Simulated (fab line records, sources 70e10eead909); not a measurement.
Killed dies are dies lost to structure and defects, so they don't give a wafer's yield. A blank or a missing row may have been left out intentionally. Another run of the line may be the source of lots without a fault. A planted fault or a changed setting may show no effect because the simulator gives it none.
fab line records :: flow nand_harc
[record]
  lots = 6
  wafers = 18
  last_day = 33
route steps=1302 shown P_M0@273 P_M1@285 END@1302
lots that met no fault: from a run of the same line without faults
start_h: the number of hours between the record's first day and the start of the first shown wafer of the lot :: wait_h: hours from the lot's prior step to this one :: " unchanged from the row above :: L1.1+2: a single row standing in for several wafers :: - no value, or no start was given :: * or withheld: withheld :: < > ~ a bound
route shown NAME@n: a module of which the file shows steps, and the number in the route of the first :: usual: average and standard deviation across the fault-free wafers :: same: alike in all rows :: chamber/n: place in a boat :: sites: each site's reading :: _std_site: the values' standard deviation :: _edge_site: the outer-site mean with the inner-site mean subtracted :: radius_mm: how far each site lies from the wafer's centre :: mask NAME#n: copy n :: behind: the last tool/chamber to shape the wafer :: hold: what put the lot on hold/how long, in hours/how the hold closed :: device: names the non-switching transistor (n, p or np) :: end of line: the same wafers' tests at the end of the route :: a step given without rows: its recipe and nothing more :: killed: count of dies lost to structure and defects at first sort (not the wafer's yield) :: map: a wafer's dies, x killed, . not, _ none there
set.NAME: the setting the step ran with; set.NAME@STEP: the setting that earlier step ran with :: model.NAME: the simulator's own value behind a step, which no gauge read
lots at selected steps of the route; one table per step, one row per wafer
services: the hour from which a tool's chamber was out of use, counted from the record's first day as start_h (under 0 if before that day), plus the number of hours and why
[[steps]]
[step NHARC_P_M0_PRE_CLEAN_29]
[recipe]
  time_s = 30
  temp_c = 280
  gas = H2/He
[usual]
  heater_power_w = 443/30
lot.wafer: L859.2
tool: pvd_sputter-02
chamber: -
start_h: -
wait_h: -
heater_power_w: 435

lot.wafer: L859.4
tool: pvd_sputter-02
chamber: -
start_h: -
wait_h: -
heater_power_w: 478

lot.wafer: L859.6
tool: pvd_sputter-02
chamber: -
start_h: -
wait_h: -
heater_power_w: 446

lot.wafer: L860.3
tool: pvd_sputter-01
chamber: -
start_h: -
wait_h: -
heater_power_w: 423

lot.wafer: L860.6
tool: pvd_sputter-01
chamber: -
start_h: -
wait_h: -
heater_power_w: 469

lot.wafer: L860.5
tool: pvd_sputter-01
chamber: -
start_h: -
wait_h: -
heater_power_w: 418

lot.wafer: L872.2
tool: pvd_sputter-01
chamber: -
start_h: -
wait_h: -
heater_power_w: 413

lot.wafer: L872.4
tool: pvd_sputter-01
chamber: -
start_h: -
wait_h: -
heater_power_w: 491

lot.wafer: L872.3
tool: pvd_sputter-01
chamber: -
start_h: -
wait_h: -
heater_power_w: 395

lot.wafer: L873.2
tool: pvd_sputter-02
chamber: -
start_h: -
wait_h: -
heater_power_w: 466

lot.wafer: L873.4
tool: pvd_sputter-02
chamber: -
start_h: -
wait_h: -
heater_power_w: 399

lot.wafer: L873.3
tool: pvd_sputter-02
chamber: -
start_h: -
wait_h: -
heater_power_w: 444

lot.wafer: L878.1
tool: pvd_sputter-01
chamber: -
start_h: -
wait_h: -
heater_power_w: 469

lot.wafer: L878.4
tool: pvd_sputter-01
chamber: -
start_h: -
wait_h: -
heater_power_w: 480

lot.wafer: L878.6
tool: pvd_sputter-01
chamber: -
start_h: -
wait_h: -
heater_power_w: 453

lot.wafer: L881.3
tool: pvd_sputter-02
chamber: -
start_h: -
wait_h: -
heater_power_w: 458

lot.wafer: L881.4
tool: pvd_sputter-02
chamber: -
start_h: -
wait_h: -
heater_power_w: 393

lot.wafer: L881.6
tool: pvd_sputter-02
chamber: -
start_h: -
wait_h: -
heater_power_w: 466
[step NHARC_P_M0_PVD_20]
[recipe]
  target_thk_a = 50
  bias_v = 168.6
  power_w = 15000
  chamber_pressure_pa = 0.12
  time_s = 8.06
  substrate_temp_c = 50
  material = TaN
[step NHARC_P_M0_PVD_21]
[recipe]
  target_thk_a = 300
  chamber_pressure_pa = 5
  power_w = 5000
  substrate_temp_c = 30
  time_s = 20.49
  material = Cu
[usual]
  throttle_valve_pct = 30.1/1.1
lot.wafer: L859.4
tool: pvd_sputter-02
chamber: -
start_h: -
wait_h: -
throttle_valve_pct: 28.7

lot.wafer: L859.2
tool: pvd_sputter-02
chamber: -
start_h: -
wait_h: -
throttle_valve_pct: 31.8

lot.wafer: L859.6
tool: pvd_sputter-02
chamber: -
start_h: -
wait_h: -
throttle_valve_pct: 29.0

lot.wafer: L860.3
tool: pvd_sputter-01
chamber: -
start_h: -
wait_h: -
throttle_valve_pct: 30.5

lot.wafer: L860.6
tool: pvd_sputter-01
chamber: -
start_h: -
wait_h: -
throttle_valve_pct: 30.0

lot.wafer: L860.5
tool: pvd_sputter-01
chamber: -
start_h: -
wait_h: -
throttle_valve_pct: 28.9

lot.wafer: L872.2
tool: pvd_sputter-01
chamber: -
start_h: -
wait_h: -
throttle_valve_pct: 30.9

lot.wafer: L872.4
tool: pvd_sputter-01
chamber: -
start_h: -
wait_h: -
throttle_valve_pct: 31.0

lot.wafer: L872.3
tool: pvd_sputter-01
chamber: -
start_h: -
wait_h: -
throttle_valve_pct: 30.9

lot.wafer: L873.3
tool: pvd_sputter-02
chamber: -
start_h: -
wait_h: -
throttle_valve_pct: 29.2

lot.wafer: L873.4
tool: pvd_sputter-02
chamber: -
start_h: -
wait_h: -
throttle_valve_pct: 28.5

lot.wafer: L873.2
tool: pvd_sputter-02
chamber: -
start_h: -
wait_h: -
throttle_valve_pct: 31.2

lot.wafer: L878.4
tool: pvd_sputter-01
chamber: -
start_h: -
wait_h: -
throttle_valve_pct: 29.1

lot.wafer: L878.1
tool: pvd_sputter-01
chamber: -
start_h: -
wait_h: -
throttle_valve_pct: 31.1

lot.wafer: L878.6
tool: pvd_sputter-01
chamber: -
start_h: -
wait_h: -
throttle_valve_pct: 29.1

lot.wafer: L881.4
tool: pvd_sputter-02
chamber: -
start_h: -
wait_h: -
throttle_valve_pct: 31.2

lot.wafer: L881.3
tool: pvd_sputter-02
chamber: -
start_h: -
wait_h: -
throttle_valve_pct: 28.9

lot.wafer: L881.6
tool: pvd_sputter-02
chamber: -
start_h: -
wait_h: -
throttle_valve_pct: 31.3
[step NHARC_P_M0_ECD_22]
[recipe]
  target_thk_a = 4000
  bath_temp_c = 25
  material = Cu
[step NHARC_P_M0_ANNEAL_30]
[recipe]
  temp_c = 225
  time_s = 90
[step NHARC_P_M0_CMP_23]
[recipe]
  t_overpolish_s = 20
  target_thk_nm = 117.54
[usual]
  motor_current_A = 12.3/1.6
  pad_life_wafers = 198/110
  time_to_endpoint_s = 28.8/2.2
lot.wafer: L859.2
tool: cmp-01
chamber: 3
start_h: 121.94
wait_h: -
motor_current_A: 14.7
pad_life_wafers: 109
time_to_endpoint_s: 30.8

lot.wafer: L859.4
tool: cmp-01
chamber: 1
start_h: 121.94
wait_h: -
motor_current_A: 12.8
pad_life_wafers: 111
time_to_endpoint_s: 28.9

lot.wafer: L859.6
tool: cmp-01
chamber: 2
start_h: 121.94
wait_h: -
motor_current_A: 14.9
pad_life_wafers: -
time_to_endpoint_s: 30.6

lot.wafer: L860.3
tool: cmp-03
chamber: 2
start_h: 137.42
wait_h: -
motor_current_A: 11.0
pad_life_wafers: 279
time_to_endpoint_s: 30.7

lot.wafer: L860.5
tool: cmp-03
chamber: 3
start_h: 137.42
wait_h: -
motor_current_A: 10.6
pad_life_wafers: -
time_to_endpoint_s: 28.2

lot.wafer: L860.6
tool: cmp-03
chamber: 0
start_h: 137.42
wait_h: -
motor_current_A: 12.3
pad_life_wafers: -
time_to_endpoint_s: 27.8

lot.wafer: L872.4
tool: cmp-01
chamber: 1
start_h: 271.10
wait_h: -
motor_current_A: 12.4
pad_life_wafers: 270
time_to_endpoint_s: 31.3

lot.wafer: L872.3
tool: cmp-01
chamber: 2
start_h: 271.10
wait_h: -
motor_current_A: 15.1
pad_life_wafers: 271
time_to_endpoint_s: 32.3

lot.wafer: L872.2
tool: cmp-01
chamber: 3
start_h: 271.10
wait_h: -
motor_current_A: 14.9
pad_life_wafers: 272
time_to_endpoint_s: 29.1

lot.wafer: L873.4
tool: cmp-03
chamber: 2
start_h: 272.33
wait_h: -
motor_current_A: 10.9
pad_life_wafers: 42
time_to_endpoint_s: 31.9

lot.wafer: L873.2
tool: cmp-03
chamber: 3
start_h: 272.33
wait_h: -
motor_current_A: 11.7
pad_life_wafers: 43
time_to_endpoint_s: 29.4

lot.wafer: L873.3
tool: cmp-03
chamber: 1
start_h: 272.33
wait_h: -
motor_current_A: 11.7
pad_life_wafers: 45
time_to_endpoint_s: 30.8

lot.wafer: L878.4
tool: cmp-02
chamber: 1
start_h: 317.82
wait_h: -
motor_current_A: 12.2
pad_life_wafers: 270
time_to_endpoint_s: 29.0

lot.wafer: L878.1
tool: cmp-02
chamber: 2
start_h: 317.82
wait_h: -
motor_current_A: 10.7
pad_life_wafers: 271
time_to_endpoint_s: 28.0

lot.wafer: L878.6
tool: cmp-02
chamber: 1
start_h: 317.82
wait_h: -
motor_current_A: 11.8
pad_life_wafers: -
time_to_endpoint_s: 28.8

lot.wafer: L881.4
tool: cmp-02
chamber: 3
start_h: 342.16
wait_h: -
motor_current_A: 14.2
pad_life_wafers: 12
time_to_endpoint_s: 30.9

lot.wafer: L881.3
tool: cmp-02
chamber: 0
start_h: 342.16
wait_h: -
motor_current_A: 11.4
pad_life_wafers: 13
time_to_endpoint_s: 30.3

lot.wafer: L881.6
tool: cmp-02
chamber: 3
start_h: 342.16
wait_h: -
motor_current_A: 13.4
pad_life_wafers: -
time_to_endpoint_s: 31.0
[step NHARC_P_M0_THK_MEAS_24]
[recipe]
  thk_meas_gauge = xrf
[usual]
  thk_nm = 117.6/1.4
lot.wafer: L859.2
tool: film_metro-02
chamber: -
start_h: 122.23
wait_h: -
thk_nm: 118.5

lot.wafer: L859.4
tool: film_metro-02
chamber: -
start_h: 122.23
wait_h: -
thk_nm: 117.5

lot.wafer: L859.6
tool: film_metro-02
chamber: -
start_h: 122.23
wait_h: -
thk_nm: 118.3

lot.wafer: L860.3
tool: film_metro-01
chamber: -
start_h: 137.65
wait_h: -
thk_nm: 119.1

lot.wafer: L860.5
tool: film_metro-01
chamber: -
start_h: 137.65
wait_h: -
thk_nm: 115.4

lot.wafer: L860.6
tool: film_metro-01
chamber: -
start_h: 137.65
wait_h: -
thk_nm: 114.9

lot.wafer: L872.2
tool: film_metro-02
chamber: -
start_h: 271.42
wait_h: -
thk_nm: 122.1

lot.wafer: L872.3
tool: film_metro-02
chamber: -
start_h: 271.42
wait_h: -
thk_nm: 117.3

lot.wafer: L872.4
tool: film_metro-02
chamber: -
start_h: 271.42
wait_h: -
thk_nm: 119.6

lot.wafer: L873.2
tool: film_metro-01
chamber: -
start_h: 272.64
wait_h: -
thk_nm: 115.7

lot.wafer: L873.3
tool: film_metro-01
chamber: -
start_h: 272.64
wait_h: -
thk_nm: 117.3

lot.wafer: L873.4
tool: film_metro-01
chamber: -
start_h: 272.64
wait_h: -
thk_nm: 117.0

lot.wafer: L878.1
tool: film_metro-01
chamber: -
start_h: 318.14
wait_h: -
thk_nm: 118.2

lot.wafer: L878.4
tool: film_metro-01
chamber: -
start_h: 318.14
wait_h: -
thk_nm: 116.6

lot.wafer: L878.6
tool: film_metro-01
chamber: -
start_h: 318.14
wait_h: -
thk_nm: 117.7

lot.wafer: L881.3
tool: film_metro-02
chamber: -
start_h: 342.48
wait_h: -
thk_nm: 117.0

lot.wafer: L881.4
tool: film_metro-02
chamber: -
start_h: 342.48
wait_h: -
thk_nm: 120.8

lot.wafer: L881.6
tool: film_metro-02
chamber: -
start_h: 342.48
wait_h: -
thk_nm: 118.0
[step NHARC_P_M0_SRD_25]
[step NHARC_P_M0_INSPECT_27]
[usual]
  raw_defect_count = 345/160
lot.wafer: L859.2
tool: defect_inspect-02
chamber: -
start_h: 122.38
wait_h: 0.0
raw_defect_count: 383

lot.wafer: L859.4
tool: defect_inspect-02
chamber: -
start_h: 122.38
wait_h: 0.0
raw_defect_count: 463

lot.wafer: L859.6
tool: defect_inspect-02
chamber: -
start_h: 122.38
wait_h: 0.0
raw_defect_count: 456

lot.wafer: L860.3
tool: defect_inspect-02
chamber: -
start_h: 137.80
wait_h: 0.0
raw_defect_count: 585

lot.wafer: L860.5
tool: defect_inspect-02
chamber: -
start_h: 137.80
wait_h: 0.0
raw_defect_count: 294

lot.wafer: L860.6
tool: defect_inspect-02
chamber: -
start_h: 137.80
wait_h: 0.0
raw_defect_count: 306

lot.wafer: L872.2
tool: defect_inspect-02
chamber: -
start_h: 271.57
wait_h: 0.0
raw_defect_count: 368

lot.wafer: L872.3
tool: defect_inspect-02
chamber: -
start_h: 271.57
wait_h: 0.0
raw_defect_count: 360

lot.wafer: L872.4
tool: defect_inspect-02
chamber: -
start_h: 271.57
wait_h: 0.0
raw_defect_count: 372

lot.wafer: L873.2
tool: defect_inspect-02
chamber: -
start_h: 272.81
wait_h: 0.0
raw_defect_count: 666

lot.wafer: L873.3
tool: defect_inspect-02
chamber: -
start_h: 272.81
wait_h: 0.0
raw_defect_count: 414

lot.wafer: L873.4
tool: defect_inspect-02
chamber: -
start_h: 272.81
wait_h: 0.0
raw_defect_count: 366

lot.wafer: L878.1
tool: defect_inspect-02
chamber: -
start_h: 318.31
wait_h: 0.0
raw_defect_count: 281

lot.wafer: L878.4
tool: defect_inspect-02
chamber: -
start_h: 318.31
wait_h: 0.0
raw_defect_count: 279

lot.wafer: L878.6
tool: defect_inspect-02
chamber: -
start_h: 318.31
wait_h: 0.0
raw_defect_count: 326

lot.wafer: L881.3
tool: defect_inspect-02
chamber: -
start_h: 342.64
wait_h: 0.0
raw_defect_count: 394

lot.wafer: L881.4
tool: defect_inspect-02
chamber: -
start_h: 342.64
wait_h: 0.0
raw_defect_count: 669

lot.wafer: L881.6
tool: defect_inspect-02
chamber: -
start_h: 342.64
wait_h: 0.0
raw_defect_count: 586
[step NHARC_P_M0_PRE_CLEAN_31]
[recipe]
  time_s = 12
  temp_c = 370
  rf_power_w = 300
  gas = NH3
[usual]
  heater_power_w = 616/57
lot.wafer: L859.2
tool: pecvd-02
chamber: 2
start_h: 122.48
wait_h: 0.1
heater_power_w: 625

lot.wafer: L859.6
tool: pecvd-02
chamber: 1
start_h: 122.48
wait_h: 0.1
heater_power_w: 702

lot.wafer: L859.4
tool: pecvd-02
chamber: 2
start_h: 122.48
wait_h: 0.1
heater_power_w: 610

lot.wafer: L860.3
tool: pecvd-03
chamber: 2
start_h: 137.88
wait_h: 0.1
heater_power_w: 629

lot.wafer: L860.6
tool: pecvd-03
chamber: 1
start_h: 137.88
wait_h: 0.1
heater_power_w: 550

lot.wafer: L860.5
tool: pecvd-03
chamber: 2
start_h: 137.88
wait_h: 0.1
heater_power_w: 612

lot.wafer: L872.2
tool: pecvd-01
chamber: 0
start_h: 271.66
wait_h: 0.1
heater_power_w: 552

lot.wafer: L872.3
tool: pecvd-01
chamber: 1
start_h: 271.66
wait_h: 0.1
heater_power_w: 724

lot.wafer: L872.4
tool: pecvd-01
chamber: 1
start_h: 271.66
wait_h: 0.1
heater_power_w: 731

lot.wafer: L873.2
tool: pecvd-01
chamber: 0
start_h: 272.89
wait_h: 0.1
heater_power_w: 537

lot.wafer: L873.3
tool: pecvd-01
chamber: 1
start_h: 272.89
wait_h: 0.1
heater_power_w: 695

lot.wafer: L873.4
tool: pecvd-01
chamber: 0
start_h: 272.89
wait_h: 0.1
heater_power_w: 552

lot.wafer: L878.1
tool: pecvd-02
chamber: 2
start_h: 318.39
wait_h: 0.1
heater_power_w: 583

lot.wafer: L878.4
tool: pecvd-02
chamber: 1
start_h: 318.39
wait_h: 0.1
heater_power_w: 546

lot.wafer: L878.6
tool: pecvd-02
chamber: 0
start_h: 318.39
wait_h: 0.1
heater_power_w: 626

lot.wafer: L881.3
tool: pecvd-02
chamber: 2
start_h: 342.72
wait_h: 0.1
heater_power_w: 645

lot.wafer: L881.4
tool: pecvd-02
chamber: 2
start_h: 342.72
wait_h: 0.1
heater_power_w: 624

lot.wafer: L881.6
tool: pecvd-02
chamber: 0
start_h: 342.72
wait_h: 0.1
heater_power_w: 628
[step NHARC_P_M0_DEP_32]
[recipe]
  target_thk_a = 300
  temp_c = 370
  target_thk_nm = 30
  pressure_torr = 3
  flow_sccm = 200
  rf_w = 450
  material = SiCN
[usual]
  heater_power_w = 576/63
lot.wafer: L859.2
tool: pecvd-02
chamber: 2
start_h: 122.62
wait_h: 0.1
heater_power_w: 500

lot.wafer: L859.6
tool: pecvd-02
chamber: 1
start_h: 122.62
wait_h: 0.1
heater_power_w: 580

lot.wafer: L859.4
tool: pecvd-02
chamber: 2
start_h: 122.62
wait_h: 0.1
heater_power_w: 490

lot.wafer: L860.3
tool: pecvd-03
chamber: 2
start_h: 137.99
wait_h: 0.1
heater_power_w: 601

lot.wafer: L860.6
tool: pecvd-03
chamber: 1
start_h: 137.99
wait_h: 0.1
heater_power_w: 622

lot.wafer: L860.5
tool: pecvd-03
chamber: 2
start_h: 137.99
wait_h: 0.1
heater_power_w: 594

lot.wafer: L872.2
tool: pecvd-01
chamber: 0
start_h: 271.76
wait_h: 0.1
heater_power_w: 500

lot.wafer: L872.3
tool: pecvd-01
chamber: 1
start_h: 271.76
wait_h: 0.1
heater_power_w: 702

lot.wafer: L872.4
tool: pecvd-01
chamber: 1
start_h: 271.76
wait_h: 0.1
heater_power_w: 698

lot.wafer: L873.2
tool: pecvd-01
chamber: 0
start_h: 273.00
wait_h: 0.1
heater_power_w: 455

lot.wafer: L873.3
tool: pecvd-01
chamber: 1
start_h: 273.00
wait_h: 0.1
heater_power_w: 597

lot.wafer: L873.4
tool: pecvd-01
chamber: 0
start_h: 273.00
wait_h: 0.1
heater_power_w: 460

lot.wafer: L878.1
tool: pecvd-02
chamber: 2
start_h: 318.50
wait_h: 0.1
heater_power_w: 489

lot.wafer: L878.4
tool: pecvd-02
chamber: 1
start_h: 318.50
wait_h: 0.1
heater_power_w: 522

lot.wafer: L878.6
tool: pecvd-02
chamber: 0
start_h: 318.50
wait_h: 0.1
heater_power_w: 568

lot.wafer: L881.3
tool: pecvd-02
chamber: 2
start_h: 342.82
wait_h: 0.1
heater_power_w: 550

lot.wafer: L881.4
tool: pecvd-02
chamber: 2
start_h: 342.82
wait_h: 0.1
heater_power_w: 550

lot.wafer: L881.6
tool: pecvd-02
chamber: 0
start_h: 342.82
wait_h: 0.1
heater_power_w: 636
[step NHARC_P_M1_DEP_00]
[recipe]
  target_thk_a = 1825
  target_thk_nm = 182.5
  temp_c = withheld
  pressure_torr = 5
  flow_sccm = 200
  rf_w = 600
  material = SiOC
lot.wafer: L859.2+6+4
tool: pecvd-03
chamber: 1,1,0
start_h: 122.94
wait_h: -

lot.wafer: L860.3+6+5
tool: pecvd-03
chamber: 0,2,1
start_h: 138.38
wait_h: -

lot.wafer: L872.3+2+4
tool: pecvd-03
chamber: 0,2,2
start_h: 272.13
wait_h: -

lot.wafer: L872.3+2+4
tool: pecvd-03
chamber: 0,2,2
start_h: 272.73
wait_h: -

lot.wafer: L873.2+3+4
tool: pecvd-01
chamber: 0,1,1
start_h: 273.60
wait_h: -

lot.wafer: L873.2+3+4
tool: pecvd-01
chamber: 0,1,1
start_h: 274.32
wait_h: -

lot.wafer: L878.1+4+6
tool: pecvd-02
chamber: 1,0,2
start_h: 318.90
wait_h: -

lot.wafer: L881.3+6+4
tool: pecvd-01
chamber: 2,2,0
start_h: 343.24
wait_h: -
[step NHARC_P_M1_DEHYDRATE_01]
[recipe]
  temp_c = 150
  time_s = 120
[step NHARC_END_SORT_01]
[recipe]
  temp_c = 25
[usual]
  defect_limited_yield = 91/3.4
  killed_at_array = 54/23
  killed_at_other = 1.2/1.5
  killed_at_periphery = 3.9/2.5
  killed_dies = 59/23
  killed_open = 3.2/1.7
  killed_short = 2.4/1.6
  sort_bin_2_pct = 3.0/1.4
  sort_bin_3_pct = 0.7/0.45
  sort_bin_4_pct = 5.0/1.9
  sort_n_pass = 618/23
  sort_rim_yield_pct = 92/3.8
  sort_yield_pct = 91/3.4
[same]
  gross_dies = 677
  sort_bin_5_pct[%] = 0
  sort_bin_6_pct[%] = 0
  sort_bin_7_pct[%] = 0
  sort_bin_8_pct[%] = 0
  sort_rim_n_gross = 106.00
lot.wafer: L872.2
tool: prober-02
chamber: 0
start_h: 734.94
wait_h: 2.8
defect_limited_yield[%]: 88
killed_at_array: 76
killed_at_other: 3
killed_at_periphery: 5
killed_dies: 84
killed_open: 3
killed_short: 1
sort_bin_2_pct[%]: 3.5
sort_bin_3_pct[%]: 1.0
sort_bin_4_pct[%]: 7.8
sort_n_pass: 593
sort_rim_yield_pct[%]: 90
sort_yield_pct[%]: 88

lot.wafer: L872.3
tool: prober-02
chamber: 0
start_h: 735.75
wait_h: 3.1
defect_limited_yield[%]: 85
killed_at_array: 94
killed_at_other: 0
killed_at_periphery: 6
killed_dies: 100
killed_open: 4
killed_short: 4
sort_bin_2_pct[%]: 5.3
sort_bin_3_pct[%]: 1.0
sort_bin_4_pct[%]: 8.4
sort_n_pass: 577
sort_rim_yield_pct[%]: 92
sort_yield_pct[%]: 85

lot.wafer: L872.4
tool: prober-02
chamber: 0
start_h: 736.56
wait_h: 3.4
defect_limited_yield[%]: 89
killed_at_array: 66
killed_at_other: 1
killed_at_periphery: 5
killed_dies: 72
killed_open: 6
killed_short: 4
sort_bin_2_pct[%]: 3.1
sort_bin_3_pct[%]: 0.7
sort_bin_4_pct[%]: 6.8
sort_n_pass: 605
sort_rim_yield_pct[%]: 88
sort_yield_pct[%]: 89

lot.wafer: L878.1
tool: prober-01
chamber: 0
start_h: 749.93
wait_h: 2.4
defect_limited_yield[%]: 94
killed_at_array: 38
killed_at_other: 0
killed_at_periphery: 4
killed_dies: 42
killed_open: 3
killed_short: 1
sort_bin_2_pct[%]: 1.9
sort_bin_3_pct[%]: 0.4
sort_bin_4_pct[%]: 3.8
sort_n_pass: 635
sort_rim_yield_pct[%]: 95
sort_yield_pct[%]: 94

lot.wafer: L878.4
tool: prober-01
chamber: 0
start_h: 752.34
wait_h: 3.4
defect_limited_yield[%]: 94
killed_at_array: 37
killed_at_other: 0
killed_at_periphery: 5
killed_dies: 42
killed_open: 2
killed_short: 2
sort_bin_2_pct[%]: 3.0
sort_bin_3_pct[%]: 0.6
sort_bin_4_pct[%]: 2.7
sort_n_pass: 635
sort_rim_yield_pct[%]: 92
sort_yield_pct[%]: 94

lot.wafer: L878.6
tool: prober-01
chamber: 0
start_h: 753.95
wait_h: 4.0
defect_limited_yield[%]: 92
killed_at_array: 52
killed_at_other: 0
killed_at_periphery: 4
killed_dies: 56
killed_open: 3
killed_short: 2
sort_bin_2_pct[%]: 2.8
sort_bin_3_pct[%]: 0.1
sort_bin_4_pct[%]: 5.3
sort_n_pass: 621
sort_rim_yield_pct[%]: 88
sort_yield_pct[%]: 92
// killed by level:class
L872.2 A_CHANNEL_HOLE_D1:chamber_film_flake=32 A_SLIT:chamber_film_flake=25 A_CHANNEL_HOLE_D2:chamber_film_flake=13 A_M0:geometric_particle:open=2 THIN_TSV:unspecified=2 P_M0:geometric_particle:short=1 P_BONDPAD:geometric_particle:open=1 P_ZERO_WELL:chamber_film_flake=1
L872.3 A_CHANNEL_HOLE_D1:chamber_film_flake=37 A_SLIT:chamber_film_flake=27 A_CHANNEL_HOLE_D2:chamber_film_flake=10 A_CONTACT:chamber_film_flake=4 P_GATE:chamber_film_flake=3 A_BLC:chamber_film_flake=3 A_CHANNEL_FILL_D1:geometric_particle:short=2 A_WL_FILL:geometric_particle:open=2
L872.4 A_CHANNEL_HOLE_D1:chamber_film_flake=30 A_SLIT:chamber_film_flake=17 A_STAIRCASE:chamber_film_flake=4 P_GATE:chamber_film_flake=3 A_ONON_D1:geometric_particle:open=2 A_WL_FILL:geometric_particle:short=2 A_M0:geometric_particle:open=2 A_CHANNEL_HOLE_D2:chamber_film_flake=2
L878.1 A_SLIT:chamber_film_flake=16 A_CHANNEL_HOLE_D1:chamber_film_flake=11 A_CONTACT:chamber_film_flake=7 P_M0:geometric_particle:short=1 A_WL_FILL:geometric_particle:open=1 A_CONTACT:geometric_particle:open=1 A_BLC:geometric_particle:open=1 P_ZERO_WELL:chamber_film_flake=1
L878.4 A_SLIT:chamber_film_flake=19 A_CHANNEL_HOLE_D1:chamber_film_flake=6 A_CONTACT:chamber_film_flake=6 P_STI:chamber_film_flake=3 P_GATE:chamber_film_flake=2 A_CHANNEL_HOLE_D1:geometric_particle:short=1 A_DECK1_JOINT:geometric_particle:open=1 A_STAIRCASE:chamber_film_flake=1
L878.6 A_SLIT:chamber_film_flake=24 A_CHANNEL_HOLE_D1:chamber_film_flake=14 A_CHANNEL_HOLE_D2:chamber_film_flake=4 A_CONTACT:chamber_film_flake=3 P_GATE:chamber_film_flake=2 P_M0:geometric_particle:short=1 A_CHANNEL_FILL_D1:geometric_particle:open=1 A_CONTACT:geometric_particle:short=1
[[services]]
tool: pecvd-02
chamber: 0
start_h: 97.94
hours: 14.6
kind: repair

tool: pvd_sputter-02
chamber: -
start_h: 108.52
hours: 10.0
kind: pm

tool: cmp-01
chamber: -
start_h: 128.26
hours: 0.3
kind: repair

tool: pecvd-01
chamber: -
start_h: 130.18
hours: 13.0
kind: pm

tool: cmp-02
chamber: -
start_h: 134.50
hours: 4.0
kind: pm

tool: cmp-02
chamber: -
start_h: 142.34
hours: 5.7
kind: repair

tool: pecvd-03
chamber: 2
start_h: 145.28
hours: 17.6
kind: repair

tool: cmp-03
chamber: -
start_h: 149.93
hours: 1.3
kind: repair

tool: pecvd-01
chamber: 1
start_h: 159.31
hours: 2.1
kind: repair

tool: cmp-03
chamber: -
start_h: 162.00
hours: 4.0
kind: pm

tool: pecvd-02
chamber: -
start_h: 180.38
hours: 2.6
kind: repair

tool: pecvd-03
chamber: -
start_h: 185.00
hours: 13.0
kind: pm

tool: cmp-01
chamber: -
start_h: 185.59
hours: 4.0
kind: pm

tool: cmp-03
chamber: -
start_h: 188.47
hours: 2.5
kind: repair

tool: cmp-02
chamber: -
start_h: 199.99
hours: 13.0
kind: repair

tool: cmp-01
chamber: -
start_h: 212.35
hours: 9.5
kind: repair

tool: pvd_sputter-01
chamber: -
start_h: 226.09
hours: 10.0
kind: pm

tool: pecvd-02
chamber: -
start_h: 227.00
hours: 13.0
kind: pm

tool: cmp-02
chamber: -
start_h: 232.50
hours: 4.0
kind: pm

tool: pecvd-03
chamber: 1
start_h: 260.06
hours: 2.0
kind: repair

tool: pecvd-01
chamber: 1
start_h: 277.13
hours: 4.1
kind: repair

tool: pecvd-01
chamber: -
start_h: 284.69
hours: 0.3
kind: repair

tool: pvd_sputter-02
chamber: -
start_h: 286.53
hours: 10.0
kind: pm

tool: pecvd-01
chamber: -
start_h: 311.18
hours: 13.0
kind: pm
[[key]]
[first_sign]
  step = NHARC_P_M1_DEP_00
  reading = visit
  direction = added
effect none on later readings
met_at NHARC_P_M1_DEP_00
struck_wafers L872.2,L872.3,L872.4,L873.2,L873.3,L873.4
[fault]
  kind = repeated_step_whole
  tool = pecvd-01,pecvd-02,pecvd-03
  chamber = -
  onset_h = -
  steps = NHARC_P_M1_DEP_00
  times = 1
  scope = struck_lots_only
